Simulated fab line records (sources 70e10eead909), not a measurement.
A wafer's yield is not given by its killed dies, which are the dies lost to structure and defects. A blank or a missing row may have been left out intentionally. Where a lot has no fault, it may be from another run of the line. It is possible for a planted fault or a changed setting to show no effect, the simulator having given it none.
Matching of chambers -- flow nand-harc -- NHARC_A_SLIT_DESCUM_14 on rie-diel-07: 4 sister chambers
The step chemistry O2, time 3 s. 18 wafers are shown with their chamber, then 9 later ones without.

## WAFERS PAIRED WITH THEIR CHAMBERS
wafer,chamber,drypump-motor-current-A (A),oes-product-au (a.u.),rf-vpp-V (V)
L076.2,3,6.5,0.994,57.9
L076.5,2,5.1,1.007,57.7
L076.6,3,6.5,0.999,57.7
L075.2,0,5.2,1.004,57.5
L075.5,1,6.3,0.988,57.2
L075.6,2,5.1,1.003,59.2
L078.3,2,5.0,0.988,57.4
L078.4,0,5.3,0.992,56.3
L078.6,3,6.5,1.005,58.0
L086.1,2,5.0,0.975,58.8
L086.3,0,5.2,0.985,58.0
L086.4,3,6.5,1.005,58.4
L089.2,3,6.5,1.000,57.3
L089.4,2,5.1,0.990,57.8
L089.5,2,5.1,0.986,57.1
L089.1,0,5.2,0.994,57.8
L089.3,1,6.3,0.972,57.6
L089.6,3,6.5,1.012,54.9

SIGNATURES (averages over the wafers above)
reading,chamber 0,chamber 1,chamber 2,chamber 3,scatter within a chamber
drypump-motor-current-A,5.225,6.300,5.067,6.500,0.0386
oes-product-au,0.99375,0.98000,0.99150,1.00250,0.00924
rf-vpp-V,57.400,57.400,58.000,57.367,0.969
Rule: for each reading, subtract the chamber's mean from the wafer's reading, divide by that reading's scatter and square the result; add these up over the readings and take the root, which gives the wafer's distance from the chamber. The wafer belongs to the nearest chamber; if the next one is less than 2 further off, it can't be placed. The scatter is the square root of a quotient: the sum, over the shown wafers, of each reading's squared deviation from its chamber's mean, divided by wafers minus chambers.

## WAFERS WITHOUT THEIR CHAMBER
wafer,drypump-motor-current-A (A),oes-product-au (a.u.),rf-vpp-V (V)
L091.1,6.5,1.002,57.9
L091.2,5.2,1.003,56.4
L091.3,6.3,0.979,57.9
L091.4,5.1,0.991,59.5
L091.5,6.5,1.005,55.4
L091.6,5.2,0.995,57.1
L097.1,6.3,0.999,57.7
L097.2,6.5,1.001,56.7
L097.5,5.3,1.002,58.4

## CHAMBER TAKEN BY EACH
wafer,from the rows above,in truth
L091.1,3,3
L091.2,0,0
L091.3,1,1
L091.4,2,2
L091.5,3,3
L091.6,0,0
L097.1,1,1
L097.2,3,3
L097.5,0,0
Placed correctly: 9 of 9. Not placeable from these rows: 0. Wrongly placed: 0.
